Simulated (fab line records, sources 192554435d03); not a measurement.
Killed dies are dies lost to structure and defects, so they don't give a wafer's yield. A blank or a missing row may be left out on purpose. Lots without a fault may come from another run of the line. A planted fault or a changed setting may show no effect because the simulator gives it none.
Chamber matching | flow n5_finfet | N5_BEOL_M11_DESCUM_16 on rie_diel-05: 4 sister chambers
The step chemistry O2, time 7.9 s. 8 wafers are shown with their chamber, then 7 later ones without.

WAFERS WITH THEIR CHAMBER
wafer  | chamber | throttle_valve_pct (%) | showerhead_plenum_p_Torr (Torr)
L074.6 | 1       | 19.80                  | 2.12
L086.1 | 3       | 20.79                  | 2.17
L086.4 | 1       | 19.86                  | 2.11
L089.1 | 0       | 20.48                  | 1.99
L089.4 | 2       | 20.65                  | 2.14
L089.5 | 3       | 20.80                  | 2.17
L093.1 | 0       | 20.51                  | 1.99
L093.2 | 2       | 20.66                  | 2.13

WAFERS WITHOUT THEIR CHAMBER
wafer  | throttle_valve_pct (%) | showerhead_plenum_p_Torr (Torr)
L093.4 | 19.86                  | 2.11
L094.3 | 20.80                  | 2.17
L094.5 | 19.88                  | 2.11
L094.6 | 20.66                  | 2.13
L095.1 | 20.66                  | 2.13
L095.2 | 20.81                  | 2.17
L095.3 | 20.52                  | 1.99

WHICH CHAMBER EACH WENT THROUGH
wafer  | from the rows above | in truth
L093.4 | 1                   | 1
L094.3 | 3                   | 3
L094.5 | 1                   | 1
L094.6 | 2                   | 2
L095.1 | 2                   | 2
L095.2 | 3                   | 3
L095.3 | 0                   | 0
Placed correctly: 7 of 7. Can't be placed from these rows: 0. Placed wrongly: 0.
How it was worked out, from the rows above alone: a wafer's distance from a chamber is the root of the sum, over the readings, of the square of ((its reading less the chamber's mean) divided by the reading's scatter). The wafer belongs to the nearest chamber; if the next one is less than 2 further off, it can't be placed. A chamber's mean is the mean of its shown wafers. The scatter: the root of (the sum of the squares of (reading less its chamber's mean) over the shown wafers, divided by (wafers less chambers)).
